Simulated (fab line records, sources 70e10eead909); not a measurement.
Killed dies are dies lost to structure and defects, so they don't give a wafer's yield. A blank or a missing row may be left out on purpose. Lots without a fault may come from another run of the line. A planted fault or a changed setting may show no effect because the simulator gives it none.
A struck lot beside a sound one | flow nand_harc | 14 steps out of a route of 1159
Sound: wafers L877.1, L877.2, L877.5. Struck: wafer L898.5. (L898.4 of the same lot was not struck and is left out.) The cause comes at the end.
At each step with rows: each side's tool, then ch and its chambers, then its first start. Under that, the readings that differ: sound wafers | struck wafers | difference of the means | sigmas: that difference in standard deviations of wafers without a fault.
alike: readings whose means differ by less than 2 such deviations, and words and numbers that are the same on both sides. not compared: withheld readings, readings that some wafer has no value for, bounds like >300 that may hide the same value, and numbers for which the record gives no deviation and whose values overlap.
The two part at a step that has a row with sigmas, a row that says differs or no value, or rows on one side only. Numbers that don't overlap but have no deviation are shown without sigmas and don't part them. A reading that every wafer of one side lacks parts them only if that side has two wafers or more.

NHARC_A_SOURCE_PLATE_THK_MEAS_09: measures by ellipsometry.
  sound on film_metro-02, day 7 07:08; struck on film_metro-02, day 12 06:28
  alike: thk_nm
then, 3 steps without rows for these wafers: NHARC_A_SOURCE_PLATE_PVD_04 (deposits WSi2, target thk 50 nm); NHARC_A_SOURCE_PLATE_CVD_03 (deposits poly-Si, target thk 200 nm, time 4000 s); NHARC_A_SOURCE_PLATE_ANNEAL_05 (time 1800 s).
NHARC_A_SOURCE_PLATE_THK_MEAS_06: measures by ellipsometry.
  sound on film_metro-02, day 7 20:09; struck on film_metro-01, day 12 19:29
  alike: thk_nm
NHARC_A_SOURCE_PLATE_INSPECT_08:
  sound on defect_inspect-01, day 7 20:13; struck on defect_inspect-02, day 12 19:35
  alike: raw_defect_count
then, 1 step without rows for these wafers: NHARC_A_ONON_D1_DEP_00 (target thk 1000 nm).
NHARC_A_ONON_D1_THK_MEAS_02: measures by ellipsometry.
  sound on film_metro-01, day 7 20:48; struck on film_metro-01, day 12 20:10
  alike: thk_nm
then, 1 step without rows for these wafers: NHARC_A_ONON_D1_DEP_03 (target thk 1000 nm).
NHARC_A_ONON_D1_THK_MEAS_05: measures by ellipsometry.
  sound on film_metro-01, day 7 21:23; struck on film_metro-02, day 12 20:44
  alike: thk_nm
NHARC_A_ONON_D1_DEP_06: target thk 1000 nm.
  sound on pecvd_onon-02 ch 0, day 7 21:26; struck on pecvd_onon-02 ch 0, day 12 20:58
  alike: n2_flow_sccm
NHARC_A_ONON_D1_THK_MEAS_08: measures by ellipsometry.
  sound on film_metro-01, day 7 21:57; struck on film_metro-02, day 12 21:18
  reading     | sound          | struck | difference | sigmas
  thk_nm (nm) | 1003 1000 1004 | 1891   | +889       | +92
then, 1 step without rows for these wafers: NHARC_A_ONON_D1_DEP_09 (target thk 1000 nm).
-- the record jumps here: 13 days lie between the struck wafers' starts before and after (it left off in module A_ONON_D1 and takes up again in module END, whose first step shown is number 1159 of the route) --
NHARC_END_SORT_01:
  the record has rows for the struck wafers here (prober-01 ch 0, day 26 06:14) and none for the sound ones

WHERE THEY PART
First at NHARC_A_ONON_D1_THK_MEAS_08; last, within this record, at NHARC_END_SORT_01.

WHY: what the simulator had put in
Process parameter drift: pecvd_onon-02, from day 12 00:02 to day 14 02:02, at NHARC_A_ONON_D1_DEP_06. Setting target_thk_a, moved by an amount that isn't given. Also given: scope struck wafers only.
